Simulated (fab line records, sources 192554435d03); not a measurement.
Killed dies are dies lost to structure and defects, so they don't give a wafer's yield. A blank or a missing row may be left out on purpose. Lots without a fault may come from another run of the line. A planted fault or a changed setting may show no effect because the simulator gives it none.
One fault seen from 2 desks | flow n5_finfet | each desk has only its own numbers; what lay behind them comes last

THE METROLOGY DESK
What the gauges read, lot by lot, whatever tool the lot ran on: means of the sampled wafers that have a number. A lot is out of limits, marked OUT, if its mean lies more than 4 standard deviations from the usual mean; the brackets give that distance. Of its 11 readings 7 are shown: those that lie furthest out on some lot.
Columns: A = thk_nm at N5_SD_EPI_N_EPI_MEAS_23, usual 59.1 nm; B = DIBL_N at N5_BEOL_M4_RC_MEAS_101, usual 36.1 mV/V; C = IOFF_N at N5_BEOL_M4_RC_MEAS_101, usual 0.16 nA/um; D = IOFF_P at N5_BEOL_M4_RC_MEAS_101, usual 0.21 nA/um; E = ION_N at N5_BEOL_M4_RC_MEAS_101, usual 673 uA/um; F = SS_N at N5_BEOL_M4_RC_MEAS_101, usual 71.4 mV/dec; G = VT_P at N5_BEOL_M4_RC_MEAS_101, usual -250 mV
lot  | first seen here | A    | B    | C    | D    | E   | F    | G
L846 | day 3 08:31     | 58.3 | 36.3 | 0.17 | 0.21 | 678 | 71.6 | -252
L847 | day 3 11:30     | 58.8 | 36.7 | 0.17 | 0.22 | 678 | 72.0 | -249
L848 | day 3 16:23     | 59.2 | 35.0 | 0.12 | 0.17 | 662 | 70.7 | -254
L849 | day 3 23:14     | 58.7 | 35.5 | 0.15 | 0.19 | 671 | 71.2 | -252
L850 | day 4 05:17     | 58.3 | 36.9 | 0.19 | 0.23 | 682 | 71.8 | -252
L853 | day 4 23:01     | 60.2 | 36.6 | 0.16 | 0.23 | 682 | 71.7 | -247
L856 | day 5 16:20     | 59.5 | 35.4 | 0.14 | 0.17 | 669 | 71.1 | -255
L858 | day 6 06:51     | 58.9 | 35.5 | 0.14 | 0.19 | 663 | 71.2 | -249
L861 | day 6 23:08     | 59.5 | 34.1 | 0.13 | 0.19 | 658 | 70.9 | -251
This desk's finding: nothing out of limits on any of the 9 lots.

THE TOOL OWNER'S DESK: remote_plasma-02
The tool's own readings at N5_SD_EPI_N_PRECLEAN_49 (cleans in NF3:NH3, afs cycles 1, time 20 s, sublimation time 60 s): means of the sampled wafers that have a number, for each lot that ran on this tool. A lot is out of limits, marked OUT, if its mean lies more than 4 standard deviations from the usual mean; the brackets give that distance.
Columns: A = pressure_torr at N5_SD_EPI_N_PRECLEAN_49, usual 3.000 Torr
lot  | first seen here | A
L847 | day 3 11:38     | 3.005
L848 | day 3 16:30     | 3.002
L849 | day 3 23:20     | 2.997
L850 | day 4 05:27     | 3.009
L856 | day 5 16:26     | 3.000
L858 | day 6 06:57     | 3.002
L861 | day 6 23:14     | 2.996
This desk's finding: nothing out of limits on any of the 7 lots.

PUT TOGETHER
The metrology desk saw nothing out of limits.
The tool owner's desk saw nothing out of limits.

WHAT THE SIMULATOR HAD PUT IN
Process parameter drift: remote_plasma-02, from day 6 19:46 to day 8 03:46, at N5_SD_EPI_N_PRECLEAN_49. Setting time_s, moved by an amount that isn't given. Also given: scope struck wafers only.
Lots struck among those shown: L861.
